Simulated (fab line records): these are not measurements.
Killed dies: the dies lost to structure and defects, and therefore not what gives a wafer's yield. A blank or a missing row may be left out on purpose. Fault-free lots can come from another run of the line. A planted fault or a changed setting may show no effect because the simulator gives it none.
fab line records	flow nand-harc
record lots=6	wafers=18	last-day=32
route steps=1302 shown P_GATE@137 END@1302
lots untouched by any fault: they come from a run of this same line in which no faults occurred
start-h: hours from the record's opening day to when the first of the lot's shown wafers began	wait-h: hours from the lot's prior step to this one	" identical to the entry in the row above	L1.1+2: several wafers, shown together as one row	- no value, or no start given	* or withheld: withheld	< > ~ a bound
route shown NAME@n: names a module that has steps shown in the file, with the first one's number in the route	usual: the fault-free wafers' mean and standard deviation	same: alike in all rows	chamber/n: place in a boat	sites: readings site by site	_std_site: standard deviation of those values	_edge_site: outer sites' mean less inner sites'	radius-mm: for every site, how far away it sits from the centre of the wafer	mask NAME#n: copy n	behind: the last tool/chamber to shape the wafer	hold: why the lot went on hold/how many hours it stayed there/how the hold came to an end	device: the n, p or np transistor that did not switch	end of line: the tests these same wafers got at the end of their route	a step given without rows: its recipe and nothing more	killed: the dies lost at the first sort to structure and to defects; this is not the yield of the wafer	map: dies across one wafer; x = killed, . = not, _ = none there
set.NAME: the setting the step ran with; set.NAME@STEP: the setting that earlier step ran with	model.NAME: the simulator's own value behind a step, which no gauge read
lots seen at some steps along the route; tables by step, rows by wafer
services: a tool's chamber out of use, with start hour (start-h, from the record's first day; less than 0 if before it), hours out, and reason
## steps
# step NHARC_P_GATE_EBR_22
# step NHARC_P_GATE_EXPOSE_23
# recipe na=1.35	target-cd-nm=120	dose-mj=93.91	mask-id=P_GATE
# step NHARC_P_GATE_PEB_24
# recipe peb-temp-c=100	peb-time-s=65
# step NHARC_P_GATE_DEVELOP_25
# recipe develop-time-s=35	dev-temp-c=23
# step NHARC_P_GATE_CD_MEAS_26
# recipe target-cd-nm=120	landing-energy-ev=500
# usual cd-nm=119.5/0.79
lot.wafer	tool	chamber	start-h	wait-h	cd-nm
L898.1	cd-sem-01	0	119.07	-	120.4
L898.4	"	0	"	"	119.8
L898.5	"	0	"	"	120.3
L902.3	cd-sem-01	0	171.40	-	120.3
L902.4	"	0	"	"	120.8
L902.5	"	0	"	"	120.1
L905.1	cd-sem-01	0	194.20	-	119.5
L905.4	"	0	"	"	119.5
L905.5	"	0	"	"	119.7
L907.1	cd-sem-03	0	214.70	-	119.2
L907.3	"	0	"	"	119.7
L907.6	"	0	"	"	119.1
L915.3	cd-sem-03	0	293.45	-	118.4
L915.5	"	0	"	"	119.5
L915.6	"	0	"	"	118.0
L916.4	cd-sem-03	0	300.42	-	119.3
L916.5	"	0	"	"	119.6
L916.6	"	0	"	"	120.3
# step NHARC_P_GATE_OVL_MEAS_27
# usual overlay-x-nm=0.1/0.67	overlay-y-nm=-0.1/0.92
lot.wafer	tool	chamber	start-h	wait-h	overlay-x-nm	overlay-y-nm
L898.1	overlay-01	-	119.16	-	0.5	1.2
L898.4	"	-	"	"	0.2	0.8
L898.5	"	-	"	"	0.5	0.8
L902.3	overlay-01	-	171.48	-	-0.4	1.0
L902.4	"	-	"	"	-0.4	1.1
L902.5	"	-	"	"	-0.3	1.7
L905.1	overlay-02	-	194.29	-	-0.5	0.5
L905.4	"	-	"	"	-0.1	0.5
L905.5	"	-	"	"	0.2	1.0
L907.1	overlay-01	-	214.79	-	0.7	0.4
L907.3	"	-	"	"	0.5	0.4
L907.6	"	-	"	"	0.2	0.4
L915.3	overlay-02	-	293.53	-	0.0	-1.0
L915.5	"	-	"	"	0.9	-1.1
L915.6	"	-	"	"	0.6	-0.7
L916.4	overlay-01	-	300.50	-	0.3	0.6
L916.5	"	-	"	"	1.2	0.1
L916.6	"	-	"	"	1.6	0.5
# step NHARC_P_GATE_INSPECT_28
# usual raw-defect-count=6/3.1
lot.wafer	tool	chamber	start-h	wait-h	raw-defect-count
L898.1	defect-inspect-01	-	119.20	0.0	6
L898.4	"	-	"	"	5
L898.5	"	-	"	"	5
L902.3	defect-inspect-02	-	171.52	0.0	4
L902.4	"	-	"	"	2
L902.5	"	-	"	"	3
L905.1	defect-inspect-02	-	194.33	0.0	10
L905.4	"	-	"	"	23
L905.5	"	-	"	"	8
L907.1	defect-inspect-02	-	214.82	0.0	3
L907.3	"	-	"	"	8
L907.6	"	-	"	"	7
L915.3	defect-inspect-01	-	293.57	0.0	7
L915.5	"	-	"	"	7
L915.6	"	-	"	"	9
L916.4	defect-inspect-01	-	300.54	0.0	9
L916.5	"	-	"	"	4
L916.6	"	-	"	"	8
# step NHARC_P_GATE_DESCUM_31
# recipe time-s=3	o2-flow-sccm=200	ar-flow-sccm=0	bias-power-w=0	chemistry=O2
# usual drypump-motor-current-A=5.7/0.41	oes-product-au=0.998/0.011	rf-vpp-V=57.8/0.79	showerhead-plenum-p-Torr=1.94/0.061	throttle-valve-pct=11.312/0.0089
lot.wafer	tool	chamber	start-h	wait-h	drypump-motor-current-A	oes-product-au	rf-hours-counter-h	rf-vpp-V	showerhead-plenum-p-Torr	throttle-valve-pct
L898.1	rie-diel-03	2	119.26	0.1	5.2	1.003	2.5	56.8	1.94	11.314
L898.4	"	1	"	"	5.2	1.009	2.8	58.8	2.04	11.314
L898.5	"	2	"	"	5.2	0.996	-	57.3	1.94	11.318
L902.4	rie-diel-05	3	171.58	0.1	5.7	0.983	6.8	58.8	1.96	11.312
L902.3	"	1	"	"	5.8	1.010	6.1	58.7	1.98	11.312
L902.5	"	3	"	"	5.7	0.982	-	59.4	1.96	11.312
L905.1	rie-diel-03	3	194.39	0.1	5.5	1.006	4.8	57.8	1.89	11.300
L905.4	"	2	"	"	5.2	1.006	5.5	58.3	1.94	11.317
L905.5	"	3	"	"	5.5	1.008	-	58.2	1.89	11.314
L907.3	rie-diel-05	0	214.89	0.1	6.2	0.992	0	56.7	1.86	11.303
L907.1	"	3	"	"	5.7	0.996	0	57.7	1.96	11.322
L907.6	"	0	"	"	6.2	0.984	-	57.8	1.86	11.302
L915.3	rie-diel-03	2	293.64	0.1	5.2	0.998	1.3	57.6	1.94	11.310
L915.6	"	1	"	"	5.2	1.006	-	58.6	2.03	11.313
L915.5	"	2	"	"	5.2	0.996	-	59.3	1.94	11.305
L916.5	rie-diel-05	1	300.63	0.1	5.8	0.994	-	56.6	1.98	11.299
L916.4	"	2	"	"	5.8	0.991	-	56.4	1.99	11.312
L916.6	"	0	"	"	6.1	0.992	-	57.1	1.86	11.314
# step NHARC_P_GATE_ETCH_104
# recipe target-depth-a=600	time-s=withheld	cf4-flow-sccm=100	chf3-flow-sccm=30	ar-flow-sccm=0	rf-w=500	bias-w=200	chemistry=CF4/CHF3
# usual bias-w=199.9/0.59	cf4-flow-sccm=99.99/0.3	drypump-motor-current-A=5.7/0.42	oes-product-au=0.955/0.022	rf-vpp-V=371.4/1.7	showerhead-plenum-p-Torr=1.60/0.046	throttle-valve-pct=16.801/0.0093
lot.wafer	tool	chamber	start-h	wait-h	bias-w	cf4-flow-sccm	drypump-motor-current-A	oes-product-au	rf-vpp-V	showerhead-plenum-p-Torr	throttle-valve-pct
L898.1	rie-diel-03	3	119.35	0.1	198.5	99.82	5.5	0.958	370.5	1.56	16.805
L898.4	"	1	"	"	199.4	100.25	5.2	0.980	373.7	1.67	16.795
L898.5	"	3	"	"	198.8	100.34	5.5	0.957	369.6	1.56	16.793
L902.3	rie-diel-05	0	171.66	0.1	199.9	98.84	6.2	0.907	369.9	1.53	16.801
L902.4	"	1	"	"	200.5	100.07	5.8	0.931	371.0	1.63	16.806
L902.5	"	0	"	"	199.8	99.93	6.2	0.911	369.9	1.53	16.810
L905.1	rie-diel-03	0	194.47	0.1	198.5	100.10	5.3	0.948	372.1	1.64	16.825
L905.4	"	1	"	"	200.2	100.08	5.2	0.983	374.3	1.67	16.798
L905.5	"	0	"	"	199.0	100.07	5.3	0.954	372.9	1.64	16.815
L907.1	rie-diel-05	0	214.98	0.1	199.8	99.94	6.2	0.957	370.3	1.53	16.812
L907.3	"	1	"	"	200.4	99.54	5.8	0.962	371.3	1.63	16.791
L907.6	"	3	"	"	199.2	99.71	5.7	0.979	371.5	1.61	16.790
L915.3	rie-diel-03	2	293.73	0.1	199.4	100.02	5.2	0.948	372.3	1.60	16.811
L915.6	"	3	"	"	200.5	100.22	5.5	0.938	370.5	1.55	16.785
L915.5	"	0	"	"	199.5	100.00	5.3	0.935	373.8	1.64	16.793
L916.5	rie-diel-05	0	300.71	0.1	200.5	99.40	6.2	0.953	369.8	1.53	16.799
L916.4	"	1	"	"	200.1	100.07	5.8	0.963	371.3	1.62	16.780
L916.6	"	2	"	"	200.4	100.31	5.8	0.953	373.9	1.63	16.790
# step NHARC_P_GATE_HM_OPEN_105
# recipe target-depth-a=3600	o2-flow-sccm=400	cos-flow-sccm=20	ar-flow-sccm=0	rf-w=500	bias-w=300	chemistry=O2/COS
# usual bias-w=300.0/0.9	drypump-motor-current-A=5.7/0.41	oes-product-au=0.996/0.011	rf-vpp-V=468.3/2.2	showerhead-plenum-p-Torr=3.17/0.094	throttle-valve-pct=28.330/0.0084
lot.wafer	tool	chamber	start-h	wait-h	bias-w	drypump-motor-current-A	oes-product-au	rf-hours-counter-h	rf-vpp-V	showerhead-plenum-p-Torr	throttle-valve-pct
L898.1	rie-diel-03	1	-	-	298.9	5.2	1.005	2.8	471.9	3.31	28.327
L898.4	"	3	"	"	300.7	5.5	0.993	2.3	466.8	3.09	28.328
L898.5	"	1	"	"	301.2	5.2	0.998	-	471.4	3.31	28.337
L902.3	rie-diel-05	3	-	-	300.5	5.7	0.977	6.8	468.2	3.19	28.316
L902.4	"	0	"	"	299.1	6.2	0.981	7.9	466.2	3.04	28.319
L902.5	"	2	"	"	299.0	5.8	1.013	-	470.3	3.24	28.330
L905.4	rie-diel-03	0	-	-	300.1	5.3	0.987	5.0	471.8	3.25	28.324
L905.1	"	3	"	"	299.2	5.5	1.006	4.8	465.7	3.09	28.340
L905.5	"	1	"	"	299.6	5.2	1.006	-	471.5	3.31	28.335
L907.1	rie-diel-05	0	-	-	298.7	6.2	1.004	0.0	467.1	3.04	28.327
L907.3	"	2	"	"	300.8	5.8	0.985	0.0	468.9	3.24	28.339
L907.6	"	0	"	"	299.4	6.2	0.993	-	466.5	3.04	28.333
L915.3	rie-diel-03	1	-	-	300.8	5.2	0.991	1.9	470.8	3.31	28.338
L915.6	"	1	"	"	300.5	5.2	0.995	-	470.5	3.31	28.321
L915.5	"	2	"	"	300.3	5.2	0.990	-	468.9	3.17	28.324
L916.6	rie-diel-05	1	-	-	299.8	5.8	0.988	-	469.4	3.22	28.337
L916.5	"	2	"	"	298.4	5.8	0.994	-	468.9	3.24	28.335
L916.4	"	0	"	"	299.1	6.2	0.993	-	465.3	3.03	28.304
# step NHARC_P_GATE_STRIP_106
# recipe o2-flow-sccm=400	cos-flow-sccm=20	ar-flow-sccm=0	bias-w=0	chemistry=O2/COS
# step NHARC_P_GATE_ETCH_114
# recipe target-depth-a=300	overetch-a=30	time-s=16.5	ion-energy-ev=100	cf4-flow-sccm=80	o2-flow-sccm=20	ar-flow-sccm=0	rf-w=300	bias-w=100	chemistry=CF4/O2
# usual bias-w=100.00/0.3	cf4-flow-sccm=79.98/0.21	drypump-motor-current-A=5.7/0.4	oes_f_703_au=1.000/0.0051	oes-product-au=0.996/0.011	rf-vpp-V=198.4/1.1	showerhead-plenum-p-Torr=1.36/0.041	throttle-valve-pct=13.397/0.0096
lot.wafer	tool	chamber	start-h	wait-h	bias-w	cf4-flow-sccm	drypump-motor-current-A	oes_f_703_au	oes-product-au	rf-hours-counter-h	rf-vpp-V	showerhead-plenum-p-Torr	throttle-valve-pct
L898.1	rie-diel-03	1	-	-	100.16	79.82	5.2	0.999	1.005	2.8	200.5	1.42	13.390
L898.4	"	0	"	"	100.10	80.16	5.3	1.003	0.985	2.6	199.2	1.39	13.386
L898.5	"	1	"	"	99.95	79.58	5.2	0.994	1.008	-	200.3	1.42	13.390
L902.4	rie-diel-05	2	-	-	100.09	79.46	5.8	0.998	1.011	6.0	198.7	1.39	13.395
L902.3	"	1	"	"	100.16	80.15	5.8	0.995	0.997	6.2	198.8	1.38	13.396
L902.5	"	3	"	"	99.72	79.80	5.7	0.992	0.985	-	198.5	1.36	13.388
L905.4	rie-diel-03	1	-	-	99.81	79.97	5.2	0.992	1.010	4.9	199.7	1.42	13.395
L905.1	"	2	"	"	100.09	80.03	5.2	0.995	1.004	5.5	196.9	1.36	13.386
L905.5	"	0	"	"	99.71	79.70	5.3	0.998	0.981	-	198.8	1.39	13.399
L907.1	rie-diel-05	1	-	-	99.57	80.24	5.8	1.005	0.994	0.0	198.4	1.38	13.405
L907.3	"	2	"	"	99.97	79.89	5.8	1.000	0.991	0.0	198.6	1.39	13.414
L907.6	"	1	"	"	100.20	79.84	5.8	0.999	0.997	-	199.8	1.38	13.403
L915.3	rie-diel-03	0	-	-	100.53	79.85	5.3	0.995	0.994	1.5	198.9	1.39	13.411
L915.5	"	3	"	"	100.03	80.06	5.5	1.006	0.994	-	197.4	1.32	13.387
L915.6	"	0	"	"	100.24	80.06	5.3	1.001	0.991	-	198.5	1.39	13.407
L916.4	rie-diel-05	0	-	-	100.08	80.08	6.2	1.000	0.986	-	198.2	1.30	13.386
L916.5	"	1	"	"	100.49	80.29	5.8	0.997	0.989	-	198.5	1.38	13.406
L916.6	"	2	"	"	100.14	80.09	5.8	0.998	0.988	-	200.1	1.39	13.392
# step NHARC_P_GATE_ETCH_32
# recipe target-depth-a=1500	over-etch-frac=1	over-etch-ion-energy-ev=40	time-s=100.1	hbr-flow-sccm=150	cl2-flow-sccm=50	rf-w=400	icp-w=400	bias-w=100	chemistry=HBr/Cl2
# usual bias-w=100.0/0.32	chamber-pressure-mTorr=15.000/0.015	drypump-motor-current-A=5.7/0.46	oes-product-au=0.993/0.0093	throttle-valve-pct=26.406/0.0084
lot.wafer	tool	chamber	start-h	wait-h	bias-w	chamber-pressure-mTorr	drypump-motor-current-A	oes-product-au	rf-hours-counter-h	throttle-valve-pct
L898.1	rie-si-01	2	119.75	-	100.1	15.001	5.8	0.990	0.71	26.418
L898.4	"	3	"	"	100.0	14.977	6.3	1.009	0.86	26.414
L898.5	"	0	"	"	100.0	14.974	5.3	1.009	-	26.394
L902.4	rie-si-02	0	172.04	-	99.8	15.002	5.2	1.004	0.42	26.404
L902.3	"	3	"	"	100.3	14.969	6.0	0.980	0.43	26.404
L902.5	"	0	"	"	99.6	15.024	5.2	0.984	-	26.385
L905.1	rie-si-01	2	194.87	-	99.8	14.985	5.8	0.987	0.08	26.400
L905.4	"	3	"	"	100.0	14.994	6.3	0.991	0.12	26.404
L905.5	"	1	"	"	100.1	15.015	6.2	0.991	-	26.407
L907.1	rie-si-04	0	215.38	-	100.0	15.013	5.8	0.978	0.48	26.405
L907.3	"	1	"	"	99.7	15.014	5.0	0.985	0.45	26.411
L907.6	"	2	"	"	100.1	14.982	4.9	0.987	-	26.407
L915.3	rie-si-01	2	294.12	-	-	-	-	-	-	-
L915.6	"	0	"	"	-	-	-	-	-	-
L915.5	"	1	"	"	-	-	-	-	-	-
L916.4	rie-si-02	1	301.12	-	-	-	-	-	-	-
L916.5	"	1	"	"	-	-	-	-	-	-
L916.6	"	2	"	"	-	-	-	-	-	-
# step NHARC_P_GATE_STRIP_108
# recipe o2-flow-sccm=500	ar-flow-sccm=0	bias-w=0	chemistry=O2
# usual drypump-motor-current-A=5.8/0.5	oes-product-au=1.000/0.01	rf-vpp-V=57.9/0.81	showerhead-plenum-p-Torr=3.56/0.11	throttle-valve-pct=17.037/0.0095
# same bias-w=0
lot.wafer	tool	chamber	start-h	wait-h	drypump-motor-current-A	oes-product-au	rf-hours-counter-h	rf-vpp-V	showerhead-plenum-p-Torr	throttle-valve-pct
L898.4	rie-diel-10	1	119.89	-	6.4	1.014	5.2	58.3	3.67	17.035
L898.1	"	2	"	"	5.3	1.005	4.9	57.4	3.38	17.013
L898.5	"	1	"	"	6.4	1.006	-	57.5	3.67	17.043
L902.4	rie-diel-03	2	172.23	-	5.2	0.997	5.1	57.0	3.58	17.037
L902.3	"	3	"	"	5.5	0.997	4.4	56.8	3.49	17.039
L902.5	"	1	"	"	5.2	1.012	-	59.6	3.74	17.048
L905.4	rie-diel-03	2	195.01	-	5.2	0.999	5.5	57.6	3.58	17.042
L905.1	"	3	"	"	5.5	1.004	4.8	57.6	3.49	17.042
L905.5	"	3	"	"	5.5	0.993	-	57.0	3.49	17.037
L907.1	rie-diel-03	2	215.51	-	5.2	0.995	7.2	57.6	3.58	17.044
L907.3	"	0	"	"	5.4	0.999	6.9	60.2	3.67	17.028
L907.6	"	2	"	"	5.2	1.006	-	58.6	3.58	17.043
L915.3	rie-diel-10	1	294.29	-	6.4	1.008	3.8	57.7	3.66	17.058
L915.5	"	2	"	"	5.3	1.013	-	58.1	3.37	17.022
L915.6	"	3	"	"	6.2	0.989	-	56.1	3.55	17.031
L916.4	rie-diel-10	2	301.29	-	5.3	0.995	3.4	58.2	3.37	17.034
L916.6	"	1	"	"	6.4	0.995	-	57.9	3.66	17.044
L916.5	"	2	"	"	5.3	0.999	-	57.2	3.37	17.041
# step NHARC_END_SORT_01
# recipe temp-c=25
# usual killed-at-array=62/18	killed-at-other=0.9/1.2	killed-at-periphery=4.2/2.9	killed-dies=67/17	killed-open=3.6/1.9	killed-short=2.5/1.6
# same gross-dies=677
lot.wafer	tool	chamber	start-h	wait-h	killed-at-array	killed-at-other	killed-at-periphery	killed-dies	killed-open	killed-short
L898.1	prober-01	0	617.36	2.5	58	0	2	60	2	1
L898.4	prober-01	0	619.74	3.4	62	0	4	66	1	2
L898.5	prober-01	0	620.53	3.7	66	1	1	68	4	2
L902.3	prober-02	0	639.22	3.1	49	1	2	52	4	3
L902.4	prober-02	0	640.03	3.4	61	1	0	62	1	2
L902.5	prober-02	0	640.83	3.7	69	3	2	74	6	6
L905.1	prober-02	0	666.93	2.5	42	0	5	47	4	2
L905.4	prober-02	0	669.31	3.4	45	1	4	50	4	1
L905.5	prober-02	0	670.10	3.7	38	0	10	48	5	1
L915.3	prober-01	0	755.49	3.1	45	0	632	677	7	5
L915.5	prober-01	0	757.07	3.7	53	2	622	677	4	1
L915.6	prober-01	0	757.86	4.0	35	0	642	677	4	4
L916.4	prober-02	0	765.81	3.4	63	1	613	677	4	7
L916.5	prober-02	0	766.61	3.7	70	2	605	677	3	5
L916.6	prober-02	0	767.40	4.0	58	0	619	677	2	4
# killed by level:class
L898.1 A_CHANNEL_HOLE_D2:chamber-film-flake=22 A_SLIT:chamber-film-flake=21 A_CHANNEL_HOLE_D1:chamber-film-flake=4 A_CONTACT:chamber-film-flake=4 A_DECK1_JOINT:chamber-film-flake=2 A_STAIRCASE:chamber-film-flake=2 P_M1:geometric-particle:open=1 A_CHANNEL_FILL_D1:geometric-particle:short=1
L898.4 A_CHANNEL_HOLE_D2:chamber-film-flake=26 A_SLIT:chamber-film-flake=26 A_CHANNEL_FILL_D1:chamber-film-flake=4 A_CHANNEL_HOLE_D1:chamber-film-flake=3 P_ZERO_WELL:chamber-film-flake=2 A_CONTACT:chamber-film-flake=2 P_M0:geometric-particle:short=1 P_M1:geometric-particle:short=1
L898.5 A_SLIT:chamber-film-flake=30 A_CHANNEL_HOLE_D2:chamber-film-flake=28 A_CHANNEL_FILL_D1:geometric-particle:short=2 A_CHANNEL_FILL_D1:chamber-film-flake=2 P_GATE:geometric-particle:open=1 A_CHANNEL_HOLE_D1:geometric-particle:open=1 A_CHANNEL_FILL_D1:geometric-particle:open=1 A_CHANNEL_HOLE_D2:geometric-particle:open=1
L902.3 A_CHANNEL_HOLE_D1:chamber-film-flake=25 A_CHANNEL_HOLE_D2:chamber-film-flake=14 A_CHANNEL_FILL_D1:geometric-particle:open=2 A_WL_FILL:chamber-film-flake=2 P_CONTACT:geometric-particle:open=1 A_CHANNEL_FILL_D1:geometric-particle:short=1 A_DECK1_JOINT:geometric-particle:short=1 A_ONON_D2:geometric-particle:open=1
L902.4 A_CHANNEL_HOLE_D1:chamber-film-flake=36 A_CHANNEL_HOLE_D2:chamber-film-flake=13 A_SLIT:chamber-film-flake=4 A_WL_FILL:chamber-film-flake=2 A_SGD_CUT:geometric-particle:short=1 A_WL_FILL:geometric-particle:short=1 A_WL_FILL:geometric-particle:open=1 A_DECK1_JOINT:chamber-film-flake=1
L902.5 A_CHANNEL_HOLE_D1:chamber-film-flake=33 A_CHANNEL_HOLE_D2:chamber-film-flake=18 A_STAIRCASE:chamber-film-flake=3 THIN_TSV:chamber-film-flake=3 A_CHANNEL_FILL_D1:geometric-particle:open=2 A_CHANNEL_FILL_D1:geometric-particle:short=2 A_CONTACT:chamber-film-flake=2 P_M1:geometric-particle:open=1
L905.1 A_CHANNEL_HOLE_D2:chamber-film-flake=19 P_BONDPAD:chamber-film-flake=5 A_CHANNEL_HOLE_D1:chamber-film-flake=4 A_CONTACT:chamber-film-flake=4 A_M0:geometric-particle:open=3 A_STAIRCASE:chamber-film-flake=2 A_SLIT:chamber-film-flake=2 A_BLC:chamber-film-flake=2
L905.4 A_CHANNEL_HOLE_D2:chamber-film-flake=26 A_CHANNEL_HOLE_D1:chamber-film-flake=8 P_BONDPAD:chamber-film-flake=2 A_ZERO_WELL:chamber-film-flake=2 A_STAIRCASE:chamber-film-flake=2 A_SLIT:chamber-film-flake=2 P_M0:geometric-particle:open=1 A_CHANNEL_HOLE_D1:geometric-particle:open=1
L905.5 A_CHANNEL_HOLE_D2:chamber-film-flake=19 A_SLIT:chamber-film-flake=7 P_BONDPAD:chamber-film-flake=5 P_GATE:chamber-film-flake=3 A_ZERO_WELL:chamber-film-flake=3 A_CONTACT:chamber-film-flake=3 A_CHANNEL_HOLE_D1:chamber-film-flake=2 P_CONTACT:geometric-particle:open=1
L915.3 P_GATE:area-etch=627 A_CHANNEL_HOLE_D1:chamber-film-flake=17 A_CONTACT:chamber-film-flake=8 A_SLIT:chamber-film-flake=6 A_SGD_CUT:geometric-particle:open=2 A_BLC:geometric-particle:open=2 P_STI:chamber-film-flake=2 A_CHANNEL_HOLE_D2:chamber-film-flake=2
L915.5 P_GATE:area-etch=620 A_CHANNEL_HOLE_D1:chamber-film-flake=28 A_SLIT:chamber-film-flake=10 A_CONTACT:chamber-film-flake=9 P_CONTACT:geometric-particle:open=1 A_ONON_D2:geometric-particle:open=1 A_CONTACT:geometric-particle:open=1 A_M0:geometric-particle:open=1
L915.6 P_GATE:area-etch=641 A_CHANNEL_HOLE_D1:chamber-film-flake=12 A_CONTACT:chamber-film-flake=9 A_SLIT:chamber-film-flake=6 P_M0:geometric-particle:short=1 A_ONON_D1:geometric-particle:open=1 A_CHANNEL_HOLE_D1:geometric-particle:open=1 A_ONON_D2:geometric-particle:open=1
L916.4 P_GATE:area-etch=611 A_CHANNEL_HOLE_D2:chamber-film-flake=29 A_SLIT:chamber-film-flake=22 A_CONTACT:chamber-film-flake=3 P_CONTACT:geometric-particle:short=2 A_DECK1_JOINT:geometric-particle:short=2 A_ONON_D2:geometric-particle:short=2 A_ONON_D1:geometric-particle:short=1
L916.5 P_GATE:area-etch=604 A_CHANNEL_HOLE_D2:chamber-film-flake=32 A_SLIT:chamber-film-flake=23 A_CONTACT:chamber-film-flake=7 A_WL_FILL:geometric-particle:short=2 THIN_TSV:chamber-film-flake=2 P_CONTACT:geometric-particle:open=1 A_ONON_D1:geometric-particle:open=1
L916.6 P_GATE:area-etch=618 A_CHANNEL_HOLE_D2:chamber-film-flake=28 A_SLIT:chamber-film-flake=19 A_CONTACT:chamber-film-flake=3 A_ONON_D2:geometric-particle:short=2 A_ONON_D1:geometric-particle:short=1 A_CHANNEL_HOLE_D1:geometric-particle:open=1 A_CHANNEL_FILL_D2:geometric-particle:short=1
# map L915.3 (x killed, . not)
____________x____________
_________xxxxxxx_________
_______xxxxxxxxxxx_______
______xxxxxxxxxxxxx______
_____xxxxxxxxxxxxxxx_____
____xxxxxxxxxxxxxxxxx____
____xxxxxxxxxxxxxxxxx____
___xxxxxxxxxxxxxxxxxxx___
___xxxxxxxxxxxxxxxxxxx___
__xxxxxxxxxxxxxxxxxxxxx__
__xxxxxxxxxxxxxxxxxxxxx__
_xxxxxxxxxxxxxxxxxxxxxxx_
_xxxxxxxxxxxxxxxxxxxxxxx_
_xxxxxxxxxxxxxxxxxxxxxxx_
_xxxxxxxxxxxxxxxxxxxxxxx_
_xxxxxxxxxxxxxxxxxxxxxxx_
xxxxxxxxxxxxxxxxxxxxxxxxx
xxxxxxxxxxxxxxxxxxxxxxxxx
xxxxxxxxxxxxxxxxxxxxxxxxx
xxxxxxxxxxxxxxxxxxxxxxxxx
xxxxxxxxxxxxxxxxxxxxxxxxx
_xxxxxxxxxxxxxxxxxxxxxxx_
_xxxxxxxxxxxxxxxxxxxxxxx_
_xxxxxxxxxxxxxxxxxxxxxxx_
_xxxxxxxxxxxxxxxxxxxxxxx_
_xxxxxxxxxxxxxxxxxxxxxxx_
__xxxxxxxxxxxxxxxxxxxxx__
__xxxxxxxxxxxxxxxxxxxxx__
___xxxxxxxxxxxxxxxxxxx___
___xxxxxxxxxxxxxxxxxxx___
____xxxxxxxxxxxxxxxxx____
____xxxxxxxxxxxxxxxxx____
_____xxxxxxxxxxxxxxx_____
______xxxxxxxxxxxxx______
_______xxxxxxxxxxx_______
_________xxxxxxx_________
____________x____________
# map L916.4 (x killed, . not)
____________x____________
_________xxxxxxx_________
_______xxxxxxxxxxx_______
______xxxxxxxxxxxxx______
_____xxxxxxxxxxxxxxx_____
____xxxxxxxxxxxxxxxxx____
____xxxxxxxxxxxxxxxxx____
___xxxxxxxxxxxxxxxxxxx___
___xxxxxxxxxxxxxxxxxxx___
__xxxxxxxxxxxxxxxxxxxxx__
__xxxxxxxxxxxxxxxxxxxxx__
_xxxxxxxxxxxxxxxxxxxxxxx_
_xxxxxxxxxxxxxxxxxxxxxxx_
_xxxxxxxxxxxxxxxxxxxxxxx_
_xxxxxxxxxxxxxxxxxxxxxxx_
_xxxxxxxxxxxxxxxxxxxxxxx_
xxxxxxxxxxxxxxxxxxxxxxxxx
xxxxxxxxxxxxxxxxxxxxxxxxx
xxxxxxxxxxxxxxxxxxxxxxxxx
xxxxxxxxxxxxxxxxxxxxxxxxx
xxxxxxxxxxxxxxxxxxxxxxxxx
_xxxxxxxxxxxxxxxxxxxxxxx_
_xxxxxxxxxxxxxxxxxxxxxxx_
_xxxxxxxxxxxxxxxxxxxxxxx_
_xxxxxxxxxxxxxxxxxxxxxxx_
_xxxxxxxxxxxxxxxxxxxxxxx_
__xxxxxxxxxxxxxxxxxxxxx__
__xxxxxxxxxxxxxxxxxxxxx__
___xxxxxxxxxxxxxxxxxxx___
___xxxxxxxxxxxxxxxxxxx___
____xxxxxxxxxxxxxxxxx____
____xxxxxxxxxxxxxxxxx____
_____xxxxxxxxxxxxxxx_____
______xxxxxxxxxxxxx______
_______xxxxxxxxxxx_______
_________xxxxxxx_________
____________x____________
## services
tool	chamber	start-h	hours	kind
rie-diel-03	0	113.80	-	clean
rie-diel-03	1	113.80	-	clean
rie-diel-03	2	113.80	-	clean
rie-diel-03	1	125.18	2.7	repair
rie-si-04	-	141.00	9.0	pm
rie-si-02	-	153.58	0.1	repair
rie-si-01	-	169.00	9.0	pm
rie-diel-03	0	181.70	4.5	repair
rie-diel-05	-	205.60	9.0	pm
rie-si-04	-	208.22	0.2	repair
rie-diel-10	-	218.50	9.0	pm
rie-diel-05	0	233.95	4.3	repair
rie-si-02	-	235.00	2.2	repair
rie-diel-03	-	235.25	2.3	repair
rie-diel-10	-	244.40	0.1	repair
rie-si-04	-	244.95	0.5	repair
rie-si-02	-	253.00	9.0	pm
rie-diel-03	-	257.30	9.0	pm
rie-diel-10	0	263.17	4.4	repair
rie-si-01	1	265.51	2.0	repair
rie-diel-05	0	273.77	4.3	repair
rie-diel-05	3	274.65	1.6	repair
rie-diel-10	0	287.13	7.7	repair
rie-diel-05	3	299.85	8.7	repair
## key
first-sign step=NHARC_P_GATE_ETCH_32	reading=tool-record	direction=missing
effect step=NHARC_END_SORT_01	reading=killed-at-periphery	direction=up	sigmas=99+	usual=4.2	struck=622.2
more-kills-born-at NHARC_P_GATE_ETCH_32@rie-si-01=1886	NHARC_P_GATE_ETCH_32@rie-si-02=1832
met-at NHARC_P_GATE_ETCH_32
struck-wafers L915.3,L915.5,L915.6,L916.4,L916.5,L916.6
later-rows-left-out L915.3,L915.5,L915.6,L916.4,L916.5,L916.6
tester-left-out L915,L916
onset-between 194.87 294.12
fault kind=skipped-step-whole	tool=rie-si-01,rie-si-02	chamber=-	onset-h=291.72	steps=NHARC_P_GATE_ETCH_32	scope=struck-lots-only
# tester-left-out: of these lots the tester's yield and bins aren't shown, on N5 and GAA mostly nor the transistor test; their killed dies are dies lost to structure and defects alone, not to doping, threshold or leakage, so they don't give the yield
# later-rows-left-out: the simulator's readings of these wafers behind a module that went badly wrong aren't trusted and aren't shown, but for the sort
